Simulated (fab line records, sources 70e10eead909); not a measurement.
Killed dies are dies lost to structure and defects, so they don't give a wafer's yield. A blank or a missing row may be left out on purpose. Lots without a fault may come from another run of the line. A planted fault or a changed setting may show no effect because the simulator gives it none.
Which tool did it? | flow nand_harc | 22 lots, 66 wafers sampled, at 1 step of a route of 1302

WHAT THE GAUGES READ, wafer by wafer
NHARC_P_CONTACT_CD_MEAS_12: target cd 90 nm.
lot  | measured     | on        | cd_nm (nm)
L074 | day 6 01:19  | cd_sem-03 | 89.9 89.3 90.0
L075 | day 6 04:49  | cd_sem-01 | 90.3 89.4 89.8
L077 | day 7 06:38  | cd_sem-03 | 90.6 89.7 90.4
L078 | day 7 07:26  | cd_sem-03 | 89.7 89.7 90.2
L079 | day 7 21:14  | cd_sem-01 | 89.5 89.7 90.4
L080 | day 8 11:56  | cd_sem-03 | 90.6 91.2 91.6
L082 | day 9 15:16  | cd_sem-03 | 89.4 89.8 89.4
L083 | day 9 17:11  | cd_sem-01 | 89.9 90.3 90.2
L084 | day 10 12:11 | cd_sem-03 | 90.0 89.1 89.8
L085 | day 10 19:48 | cd_sem-02 | 90.1 89.9 90.6
L086 | day 10 23:56 | cd_sem-03 | 89.4 89.7 89.3
L087 | day 11 04:36 | cd_sem-01 | 90.6 90.2 90.1
L089 | day 11 20:20 | cd_sem-02 | 89.7 89.8 90.8
L088 | day 11 21:05 | cd_sem-03 | 89.3 90.1 90.1
L090 | day 12 18:36 | cd_sem-02 | 89.8 90.8 90.3
L091 | day 12 20:28 | cd_sem-02 | 90.1 90.4 90.3
L092 | day 13 04:59 | cd_sem-03 | 90.5 90.4 90.7
L093 | day 13 16:35 | cd_sem-02 | 89.4 89.9 90.1
L094 | day 14 08:37 | cd_sem-03 | 90.1 89.9 90.4
L095 | day 14 12:07 | cd_sem-02 | 90.6 90.1 90.0
L096 | day 15 00:45 | cd_sem-03 | 90.2 90.7 89.6
L097 | day 15 10:45 | cd_sem-02 | 90.0 89.2 89.8

WHICH TOOL RAN EACH LOT (tool, then ch and the chambers of the sampled wafers, then the start)
The record holds no process step before these readings.

WHAT THE TOOLS THEMSELVES READ (means of the sampled wafers that have a number; where no wafer has one, the mark that the record gives instead)
The record holds no such reading with a usual standard deviation.

THE ANSWER, worked out from the rows above alone
Rule: what is usual is taken from the lots themselves. Put in order of their means at a reading, lots are off if they are a third of the lots or fewer, leave a main group of 4 or more, and stand apart from it by a gap of 3 or more times the standard deviation of the main group's means; of several such gaps the widest counts. A main group whose means are all the same, to the digits that the tables above print for the reading, isn't used. A lot without any number at a reading at which 4 lots or more have one is off too. The other lots that the step has rows for count as sound. The gauges are gone through in route order, then the tools' own readings, and for those a lot's mean is taken as printed above. The first step at which some lot is off is used, and at that step the reading that is off furthest; a lot without a number counts as furthest.
No lot is off at any reading shown: from this, nothing can be told.

WHAT THE SIMULATOR HAD PUT IN
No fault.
